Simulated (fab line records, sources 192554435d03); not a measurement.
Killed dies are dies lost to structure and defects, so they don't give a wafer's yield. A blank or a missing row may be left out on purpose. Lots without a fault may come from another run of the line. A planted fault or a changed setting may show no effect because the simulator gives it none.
Chamber matching | flow n5_finfet | N5_BEOL_M6_STRIP_67 on rie_diel-01: 4 sister chambers
The step strips in CF4. 14 wafers are shown with their chamber, then 7 later ones without.

WAFERS WITH THEIR CHAMBER
wafer  | chamber | drypump_motor_current_A (A) | showerhead_plenum_p_Torr (Torr) | rf_vpp_V (V)
L075.1 | 3       | 4.9                         | 1.83                            | 270.6
L075.2 | 1       | 5.2                         | 1.84                            | 271.6
L075.6 | 2       | 5.9                         | 1.70                            | 268.6
L078.1 | 2       | 5.9                         | 1.91                            | 272.3
L078.3 | 3       | 5.0                         | 1.83                            | 272.0
L078.5 | 0       | 5.5                         | 1.76                            | 270.3
L081.1 | 1       | 5.2                         | 1.84                            | 270.8
L081.3 | 3       | 5.0                         | 1.82                            | 271.7
L081.6 | 3       | 4.9                         | 1.82                            | 270.6
L083.1 | 1       | 5.2                         | 1.84                            | 271.2
L083.4 | 2       | 5.9                         | 1.91                            | 274.4
L083.5 | 3       | 5.0                         | 1.82                            | 272.9
L085.1 | 2       | 5.9                         | 1.90                            | 271.2
L085.4 | 0       | 5.4                         | 1.76                            | 269.2

SIGNATURES (means of the wafers above)
reading                  | chamber 0 | chamber 1 | chamber 2 | chamber 3 | scatter within a chamber
drypump_motor_current_A  | 5.450     | 5.200     | 5.900     | 4.960     | 0.0412
showerhead_plenum_p_Torr | 1.7600    | 1.8400    | 1.8550    | 1.8240    | 0.0568
rf_vpp_V                 | 269.750   | 271.200   | 271.625   | 271.560   | 1.49
Rule: a wafer's distance from a chamber is the root of the sum, over the readings, of the square of ((its reading less the chamber's mean) divided by the reading's scatter). The wafer belongs to the nearest chamber; if the next one is less than 2 further off, it can't be placed. The scatter: the root of (the sum of the squares of (reading less its chamber's mean) over the shown wafers, divided by (wafers less chambers)).

WAFERS WITHOUT THEIR CHAMBER
wafer  | drypump_motor_current_A (A) | showerhead_plenum_p_Torr (Torr) | rf_vpp_V (V)
L085.5 | 4.9                         | 1.82                            | 271.1
L095.1 | 5.5                         | 1.76                            | 271.2
L095.3 | 5.0                         | 1.82                            | 271.0
L095.5 | 5.9                         | 1.90                            | 272.4
L096.1 | 5.0                         | 1.81                            | 272.7
L096.5 | 5.0                         | 1.81                            | 272.1
L096.6 | 5.9                         | 1.90                            | 272.1

WHICH CHAMBER EACH WENT THROUGH
wafer  | from the rows above | in truth
L085.5 | 3                   | 3
L095.1 | 0                   | 0
L095.3 | 3                   | 3
L095.5 | 2                   | 2
L096.1 | 3                   | 3
L096.5 | 3                   | 3
L096.6 | 2                   | 2
Placed correctly: 7 of 7. Can't be placed from these rows: 0. Placed wrongly: 0.
